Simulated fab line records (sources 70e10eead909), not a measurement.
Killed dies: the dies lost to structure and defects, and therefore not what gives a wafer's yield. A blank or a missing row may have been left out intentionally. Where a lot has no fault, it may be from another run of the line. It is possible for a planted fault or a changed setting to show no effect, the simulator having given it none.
What tool caused it?    flow nandHarc    12 lots with 36 wafers sampled at 3 steps, on a route of 1159 steps

== WHAT THE GAUGES SHOWED, per wafer ==
NHARC_A_CONTACT_CD_MEAS_53.
lot   measured      on        cdNm (nm)
L078  day 16 22:00  cdSem-03  189.3 189.2 190.0
L076  day 17 03:38  cdSem-02  190.6 190.1 190.3
L079  day 17 08:23  cdSem-02  189.5 189.2 188.9
L081  day 18 11:21  cdSem-01  190.3 189.8 191.3
L083  day 18 21:31  cdSem-01  188.9 189.1 189.2
L084  day 19 03:08  cdSem-03  189.6 189.2 189.6
L088  day 20 04:22  cdSem-03  190.5 190.4 190.2
L089  day 20 10:36  cdSem-01  190.0 190.3 190.2
L092  day 20 20:05  cdSem-02  189.7 189.9 189.7
L091  day 21 01:07  cdSem-02  188.6 188.3 188.8
L093  day 21 10:46  cdSem-03  189.9 190.3 189.9
L097  day 22 05:47  cdSem-03  188.7 189.9 189.2

== WHAT TOOL EACH LOT RAN ON (gives the tool, then ch and the chambers of the sampled wafers, and finally the start) ==
lot   NHARC_A_CONTACT_ETCH_111            NHARC_A_CONTACT_ETCH_119
L078  harCapEtch-01 ch 1, day 16 19:59    harCapEtch-01 ch 1, day 16 20:48
L076  harCapEtch-03 ch 0,1, day 17 01:37  harCapEtch-03 ch 0,1, day 17 02:28
L079  harCapEtch-02 ch 0,1, day 17 06:23  harCapEtch-02 ch 0,1, day 17 07:11
L081  harCapEtch-02 ch 0,1, day 18 09:22  harCapEtch-02 ch 0,1, day 18 10:11
L083  harCapEtch-01 ch 0,1, day 18 19:30  harCapEtch-01 ch 0,1, day 18 20:20
L084  harCapEtch-03 ch 0,1, day 19 01:08  harCapEtch-03 ch 0,1, day 19 01:58
L088  harCapEtch-03 ch 0,1, day 20 02:23  harCapEtch-03 ch 0,1, day 20 03:12
L089  harCapEtch-02 ch 0,1, day 20 08:38  harCapEtch-02 ch 0,1, day 20 09:26
L092  harCapEtch-02 ch 0,1, day 20 18:05  harCapEtch-02 ch 0,1, day 20 18:55
L091  harCapEtch-01 ch 0,1, day 20 23:10  harCapEtch-01 ch 0,1, day 20 23:58
L093  harCapEtch-02 ch 0,1, day 21 08:44  harCapEtch-02 ch 0,1, day 21 09:34
L097  harCapEtch-03 ch 0,1, day 22 03:45  harCapEtch-03 ch 0,1, day 22 04:35
- NHARC_A_CONTACT_ETCH_111: etches the open film in C4F8/O2/Ar, time 140 s, target depth 700 nm.
- NHARC_A_CONTACT_ETCH_119: etches the open film in C4F8/O2/Ar, time 94 s, target depth 922 nm.

== THE ANSWER, worked out from the rows above alone ==
Rule: the usual values come from the lots themselves. Put in order of their means at a reading, lots are off if they are a third of the lots or fewer, leave a main group of 4 or more, and stand apart from it by a gap of 3 or more times the standard deviation of the main group's means; of several such gaps the widest counts. A main group whose means are all the same, to the digits that the tables above print for the reading, isn't used. Also off: a lot with no number at a reading for which 4 or more lots have one. Where the step has rows for the other lots, those lots are counted as sound.
Across all readings shown, no lot is off: no conclusion can be drawn from this.

== WHAT THE SIMULATOR HAD PUT IN ==
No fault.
